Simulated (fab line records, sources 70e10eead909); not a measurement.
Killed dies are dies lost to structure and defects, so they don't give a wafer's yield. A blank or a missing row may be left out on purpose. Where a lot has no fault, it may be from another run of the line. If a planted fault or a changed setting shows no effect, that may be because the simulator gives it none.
Chamber matching ; flow nandHarc ; NHARC_P_BONDPAD_DESCUM_11 on rieDiel-12: 4 sister chambers
The step chemistry O2, time 3 s. 14 wafers are shown with their chamber, then 7 later ones without.

== WAFERS WITH THEIR CHAMBER ==
wafer;chamber;drypumpMotorCurrentA (A);showerheadPlenumPTorr (Torr);throttleValvePct (%)
L910.1;0;6.3;1.81;11.308
L910.5;3;5.2;1.88;11.320
L910.6;2;6.4;1.93;11.321
L912.1;3;5.2;1.88;11.306
L912.4;2;6.4;1.92;11.322
L912.6;3;5.2;1.88;11.314
L913.1;0;6.2;1.81;11.306
L913.4;3;5.2;1.88;11.326
L913.5;1;5.1;1.98;11.305
L914.1;1;5.1;1.98;11.312
L914.2;3;5.2;1.88;11.319
L914.5;0;6.3;1.81;11.308
L925.3;0;6.3;1.81;11.304
L925.5;1;5.1;1.98;11.318

SIGNATURES, as means of the wafers listed above
reading;chamber 0;chamber 1;chamber 2;chamber 3;scatter within a chamber
drypumpMotorCurrentA;6.275;5.100;6.400;5.200;0.0274
showerheadPlenumPTorr;1.8100;1.9800;1.9250;1.8800;0.00224
throttleValvePct;11.30650;11.31167;11.32150;11.31700;0.00566
Rule: for a wafer and a chamber, the distance is found by dividing, reading by reading, the gap between the wafer's reading and the chamber's mean by the reading's scatter, squaring, summing and taking the root. The wafer belongs to the nearest chamber; if the next one is less than 2 further off, it can't be placed. The scatter: the root of (the sum of the squares of (reading less its chamber's mean) over the shown wafers, divided by (wafers less chambers)).

== WAFERS WITHOUT THEIR CHAMBER ==
wafer;drypumpMotorCurrentA (A);showerheadPlenumPTorr (Torr);throttleValvePct (%)
L925.6;6.3;1.81;11.320
L929.4;6.3;1.81;11.305
L929.5;6.4;1.92;11.317
L929.6;5.2;1.87;11.306
L930.1;5.1;1.97;11.310
L930.2;5.2;1.88;11.325
L930.4;6.3;1.81;11.317

== THE CHAMBER EACH PASSED THROUGH ==
wafer;from the rows above;in truth
L925.6;0;0
L929.4;0;0
L929.5;2;2
L929.6;3;3
L930.1;1;1
L930.2;3;3
L930.4;0;0
Correct placement for 7 of the 7. Number that these rows cannot place: 0. Number placed wrongly: 0.
